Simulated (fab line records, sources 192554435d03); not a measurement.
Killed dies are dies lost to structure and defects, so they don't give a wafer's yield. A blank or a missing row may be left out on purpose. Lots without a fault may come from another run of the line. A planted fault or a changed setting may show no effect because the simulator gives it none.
Split-lot experiment | flow n5_finfet | 7 lots, 21 wafers read, on a route of 1938 steps

THE SPLIT
At N5_BEOL_M15_SPUTTER_44 (material Ta, target thk 15 nm, time 24.19 s), the setting time_s was moved away from the recipe's 24.19 s on 7 of the 21 wafers read, by -10.5% to +13.2%. The other wafers ran this setting at the recipe's value.

The reading is taken at the split's own step.

THE READING
Ta_of_BEOL_M15_SPUTTER_44.thk_nm (the simulator's own value, which no gauge read), in nm, at N5_BEOL_M15_SPUTTER_44 (material Ta, target thk 15 nm, time 24.19 s). The file gives no usual value for it. The 14 wafers here that ran the recipe average 15.0 nm, standard deviation 0.2 nm.

wafer  | tool, chamber at the split | time_s as run, s | against the recipe | Ta_of_BEOL_M15_SPUTTER_44.thk_nm, nm | against lot-mates on the recipe
L078.1 | pvd_sputter-01, -          | 21.64            | -10.5%             | 13.6                                 | -1.4
L078.3 | pvd_sputter-01, -          | 24.19            | recipe             | 15                                   | -
L078.4 | pvd_sputter-01, -          | 21.64            | -10.5%             | 13.2                                 | -1.8
L081.3 | pvd_sputter-03, -          | 24.19            | recipe             | 15.2                                 | -
L081.6 | pvd_sputter-03, -          | 24.19            | recipe             | 15.2                                 | -
L081.4 | pvd_sputter-03, -          | 24.19            | recipe             | 15                                   | -
L083.2 | pvd_sputter-01, -          | 24.19            | recipe             | 14.8                                 | -
L083.4 | pvd_sputter-01, -          | 24.19            | recipe             | 14.8                                 | -
L083.3 | pvd_sputter-01, -          | 27.38            | +13.2%             | 17                                   | +2.2
L084.1 | pvd_sputter-03, -          | 24.19            | recipe             | 14.6                                 | -
L084.4 | pvd_sputter-03, -          | 24.19            | recipe             | 15                                   | -
L084.5 | pvd_sputter-03, -          | 24.19            | recipe             | 14.8                                 | -
L085.2 | pvd_sputter-01, -          | 24.19            | recipe             | 15.2                                 | -
L085.5 | pvd_sputter-01, -          | 24.19            | recipe             | 15.2                                 | -
L085.4 | pvd_sputter-01, -          | 24.19            | recipe             | 14.8                                 | -
L095.1 | pvd_sputter-03, -          | 24.19            | recipe             | 15.2                                 | -
L095.4 | pvd_sputter-03, -          | 22.18            | -8.3%              | 13.8                                 | -1.4
L095.6 | pvd_sputter-03, -          | 22.18            | -8.3%              | 14                                   | -1.2
L097.1 | pvd_sputter-01, -          | 24.19            | recipe             | 14.8                                 | -
L097.2 | pvd_sputter-01, -          | 26.91            | +11.2%             | 16.8                                 | +2.0
L097.4 | pvd_sputter-01, -          | 26.91            | +11.2%             | 16.2                                 | +1.4

THE FIT
A straight line over all 21 wafers: Ta_of_BEOL_M15_SPUTTER_44.thk_nm changes by +0.142 nm for each +1% of time_s; r = +0.97; the points scatter about the line by 0.22 nm.
The same after taking each lot's own level away (the mean of its wafers on the recipe; 21 wafers): +0.156 nm for each +1%; r = +0.99; scatter 0.17 nm.
On that fit, the largest move of time_s shifts the reading by 2.1 nm.
The lots' own levels span 14.80 to 15.20 nm, that is 2.0 times the standard deviation above.
So the lot-to-lot level changes the slope little: the two slopes agree.
Check: with one of the wafers moved furthest among these (+13.2%) left out of the fit, the line predicts +2.01 nm for it against its lot-mates. It came out at +2.2 nm against them.

OTHER SPLITS ON THESE WAFERS
These wafers also went through other splits before the reading. Each is held against what the fit with the lots' levels taken away leaves over:
other split on the same wafers    | wafers away from the commonest value | r with Ta_of_BEOL_M15_SPUTTER_44.thk_nm (lot level and that fit taken away)
N5_BEOL_M13_EXPOSE_25 dose_mj     | 6                                    | +0.03
N5_BEOL_M13_TRENCH_ETCH_34 time_s | 6                                    | -0.07

THE FILE'S OWN FIT
Ta_of_BEOL_M15_SPUTTER_44.thk_nm changes by +0.158 nm for each +1% of time_s, r = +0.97.
